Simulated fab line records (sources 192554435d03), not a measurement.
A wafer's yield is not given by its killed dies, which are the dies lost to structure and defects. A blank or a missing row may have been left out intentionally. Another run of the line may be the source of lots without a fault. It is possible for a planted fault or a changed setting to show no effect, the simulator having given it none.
One fault seen from 3 desks | flow n5_finfet | only its own numbers are on each desk; what lay behind them is given at the end

## THE DEFECT DESK
Counts from the inspections along the route, per lot, as means over the sampled wafers that have a number. If a lot's mean is further than 4 standard deviations from the usual mean, the lot is out of limits and carries the mark OUT (the distance appears in the brackets).
Columns: A = raw_defect_count at N5_BEOL_M6_INSPECT_30, usual 400
lot  | first seen here | A
L780 | day 9 15:22     | 489
L788 | day 10 23:47    | 416
L786 | day 11 03:11    | 420
L798 | day 14 01:07    | 332
L800 | day 14 08:05    | 396
L802 | day 15 10:37    | 584
This desk's finding: nothing out of limits on any of the 6 lots.

## TOOL OWNER'S DESK, rie_diel-04
The tool's own readings at N5_BEOL_M6_TRENCH_ETCH_37 (etches SiCOH lowk in C4F6/O2, target depth 94.435 nm, time 31.5 s): means of the sampled wafers that have a number, for each lot that ran on this tool. If a lot's mean is further than 4 standard deviations from the usual mean, the lot is out of limits and carries the mark OUT (the distance appears in the brackets).
Columns: A = bias_w at N5_BEOL_M6_TRENCH_ETCH_37, usual 185.0 W; B = drypump_motor_current_A at N5_BEOL_M6_TRENCH_ETCH_37, usual 5.7 A; C = oes_product_au at N5_BEOL_M6_TRENCH_ETCH_37, usual 0.84 a.u.; D = rf_vpp_V at N5_BEOL_M6_TRENCH_ETCH_37, usual 659 V; E = showerhead_plenum_p_Torr at N5_BEOL_M6_TRENCH_ETCH_37, usual 2.81 Torr; F = throttle_valve_pct at N5_BEOL_M6_TRENCH_ETCH_37, usual 20.94 %
lot  | first seen here | A                | B   | C    | D   | E    | F
L780 | day 9 15:40     | 184.7            | 5.6 | 0.76 | 654 | 2.81 | 21.25
L788 | day 11 00:06    | 179.8 (-8.8) OUT | 5.3 | 0.80 | 635 | 2.76 | 21.10
L786 | day 11 03:29    | 180.4 (-7.8) OUT | 6.0 | 0.83 | 637 | 2.84 | 20.73
L800 | day 14 08:31    | 185.1            | 6.1 | 0.82 | 657 | 2.84 | 20.84
Finding of this desk: L786, L788 out of limits; the first was L788 at day 11 00:06, on bias_w at N5_BEOL_M6_TRENCH_ETCH_37. Within limits: L780, L800.

## AT THE METROLOGY DESK
Means of the sampled wafers that have a number, per lot and without regard to the tool the lot ran on: this is what the gauges read. If a lot's mean is further than 4 standard deviations from the usual mean, the lot is out of limits and carries the mark OUT (the distance appears in the brackets).
Columns: A = cd_nm at N5_BEOL_M6_CD_MEAS_28, usual 39.99 nm; B = V5_OVL at N5_BEOL_M6_OVL_MEAS_29, usual -0.1 nm
lot  | first seen here | A     | B
L780 | day 9 15:16     | 39.84 | -0.7
L788 | day 10 23:42    | 39.97 | 0.4
L786 | day 11 03:05    | 39.89 | -0.8
L798 | day 14 01:02    | 39.82 | 0.8
L800 | day 14 07:59    | 39.80 | -0.2
L802 | day 15 10:32    | 40.06 | -0.3
This desk's finding: nothing out of limits on any of the 6 lots.

## PUT TOGETHER
The tool owner's desk had the chance to raise an alarm at day 11 00:06 on L786, L788.
No out-of-limits result turned up at the defect desk.
Metrology desk: nothing out of limits seen.
The defect desk has L786, L788 on record, within its limits.
The metrology desk has L786, L788 on record, within its limits.
On rie_diel-04, each named lot ran N5_BEOL_M6_TRENCH_ETCH_37.

## WHAT THE SIMULATOR HAD PUT IN
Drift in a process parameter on rie_diel-04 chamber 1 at N5_BEOL_M6_TRENCH_ETCH_37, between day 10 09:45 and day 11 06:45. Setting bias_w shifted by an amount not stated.
Shown lots that were struck: L786, L788.
Delay in hours, fault start to first out-of-limits reading, by desk: the tool owner's desk at 14.
